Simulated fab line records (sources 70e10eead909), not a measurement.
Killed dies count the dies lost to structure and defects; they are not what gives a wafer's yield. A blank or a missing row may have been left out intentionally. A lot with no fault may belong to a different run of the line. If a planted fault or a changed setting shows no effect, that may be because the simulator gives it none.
The tool behind it: which one? + flow nand harc + 39 wafers sampled from 13 lots at 1 step of a route of 1302

== WHAT THE GAUGES READ, wafer by wafer ==
NHARC_A_M0_INSPECT_11. Usual: 89 for raw defect count, sd 32.
| lot  | measured     | on                | raw defect count | flag |
|------|--------------|-------------------|------------------|------|
| L861 | day 23 12:05 | defect inspect-02 | 99 104 104       |      |
| L865 | day 23 23:05 | defect inspect-02 | 153 150 153      |      |
| L867 | day 24 20:20 | defect inspect-02 | 57 68 63         |      |
| L868 | day 25 12:50 | defect inspect-01 | 83 72 70         |      |
| L869 | day 26 10:48 | defect inspect-02 | 133 148 132      |      |
| L870 | day 26 21:34 | defect inspect-01 | 96 78 85         |      |
| L871 | day 27 02:28 | defect inspect-02 | 50 41 59         |      |
| L872 | day 27 08:08 | defect inspect-02 | 114 101 103      |      |
| L873 | day 27 12:10 | defect inspect-02 | 58 33 59         |      |
| L875 | day 28 10:31 | defect inspect-02 | 85 94 109        |      |
| L874 | day 28 19:24 | defect inspect-01 | 106 126 119      |      |
| L883 | day 31 13:02 | defect inspect-02 | 82 84 73         |      |
| L884 | day 32 10:04 | defect inspect-01 | 71 81 80         |      |

== EACH LOT AND THE TOOL THAT RAN IT (in order: tool; ch and the chambers of the sampled wafers; start) ==
The record shows no process step preceding these readings.

== WHAT THE TOOLS THEMSELVES READ (means of the sampled wafers that have a number; where no wafer has one, the mark that the record gives instead) ==
The record holds no such reading with a usual standard deviation.

== THE ANSWER, worked out from the rows above alone ==
Rule: a lot counts as off when the mean over its wafers that have a number is more than 3 standard deviations away from the usual mean. Also off: a lot with no number at a reading for which 4 or more lots have one. Where the step has rows for the other lots, those lots are counted as sound. After the gauges, taken in route order, come the tools' own readings; for these a lot's mean is taken, as printed above. At the first step where some lot is off, the reading lying furthest off is the one used; lots without a number count as furthest.
Across all readings shown, no lot is off: no conclusion can be drawn from this.

== WHAT WAS PUT IN BY THE SIMULATOR ==
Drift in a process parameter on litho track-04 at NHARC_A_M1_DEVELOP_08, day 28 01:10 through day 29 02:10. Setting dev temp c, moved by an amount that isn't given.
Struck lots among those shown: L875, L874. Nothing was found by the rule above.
